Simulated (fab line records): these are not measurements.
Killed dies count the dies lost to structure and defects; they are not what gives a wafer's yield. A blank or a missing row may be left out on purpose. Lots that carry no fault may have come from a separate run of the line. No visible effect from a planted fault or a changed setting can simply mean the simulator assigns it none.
Matching of chambers | flow nand-harc | 4 sister chambers for NHARC_P_GATE_DESCUM_61 on rie-diel-11
The step chemistry O2, time 3 s. 16 wafers are shown with their chamber, then 8 later ones without.

== WAFERS WITH THEIR CHAMBER ==
wafer  | chamber | showerhead-plenum-p-Torr (Torr) | rf-vpp-V (V) | oes-product-au (a.u.)
L074.2 | 2       | 1.88                            | 58.3         | 0.995
L074.3 | 3       | 2.01                            | 58.6         | 1.018
L074.5 | 1       | 1.78                            | 56.8         | 1.005
L075.1 | 3       | 2.02                            | 60.1         | 1.017
L075.3 | 2       | 1.88                            | 58.3         | 0.993
L075.4 | 0       | 1.98                            | 57.9         | 1.001
L076.2 | 0       | 1.98                            | 58.8         | 0.995
L076.4 | 2       | 1.88                            | 57.4         | 0.987
L076.5 | 1       | 1.78                            | 57.0         | 0.991
L082.2 | 2       | 1.88                            | 58.0         | 0.994
L082.3 | 0       | 1.97                            | 57.7         | 0.986
L082.6 | 3       | 2.01                            | 58.2         | 0.999
L080.2 | 2       | 1.88                            | 57.3         | 0.994
L080.4 | 1       | 1.78                            | 56.3         | 1.003
L080.5 | 2       | 1.88                            | 57.6         | 1.001
L090.1 | 2       | 1.88                            | 58.1         | 0.995

SIGNATURES (averages over the wafers above)
reading                  | chamber 0 | chamber 1 | chamber 2 | chamber 3 | scatter within a chamber
showerhead-plenum-p-Torr | 1.9767    | 1.7800    | 1.8800    | 2.0133    | 0.00333
rf-vpp-V                 | 58.133    | 56.700    | 57.857    | 58.967    | 0.578
oes-product-au           | 0.99400   | 0.99967   | 0.99414   | 1.01133   | 0.00682
Rule: for each reading, subtract the chamber's mean from the wafer's reading, divide by that reading's scatter and square the result; add these up over the readings and take the root, which gives the wafer's distance from the chamber. If the next closest chamber is less than 2 further off than the closest, the wafer can't be placed; otherwise it belongs to the closest. The scatter is the square root of a quotient: the sum, over the shown wafers, of each reading's squared deviation from its chamber's mean, divided by wafers minus chambers.

== WAFERS WITH NO CHAMBER GIVEN ==
wafer  | showerhead-plenum-p-Torr (Torr) | rf-vpp-V (V) | oes-product-au (a.u.)
L090.3 | 1.78                            | 57.3         | 1.003
L090.5 | 1.88                            | 58.3         | 1.001
L095.1 | 1.88                            | 59.0         | 0.972
L095.3 | 1.78                            | 57.6         | 0.996
L095.5 | 2.01                            | 59.4         | 0.994
L097.2 | 2.01                            | 59.0         | 1.011
L097.3 | 1.78                            | 57.0         | 1.007
L097.6 | 1.78                            | 56.2         | 1.009

== WHICH CHAMBER EACH ONE RAN IN ==
wafer  | from the rows above | in truth
L090.3 | 1                   | 1
L090.5 | 2                   | 2
L095.1 | 2                   | 2
L095.3 | 1                   | 1
L095.5 | 3                   | 3
L097.2 | 3                   | 3
L097.3 | 1                   | 1
L097.6 | 1                   | 1
8 of 8 placed correctly. From these rows, 0 cannot be placed. Wrongly placed: 0.
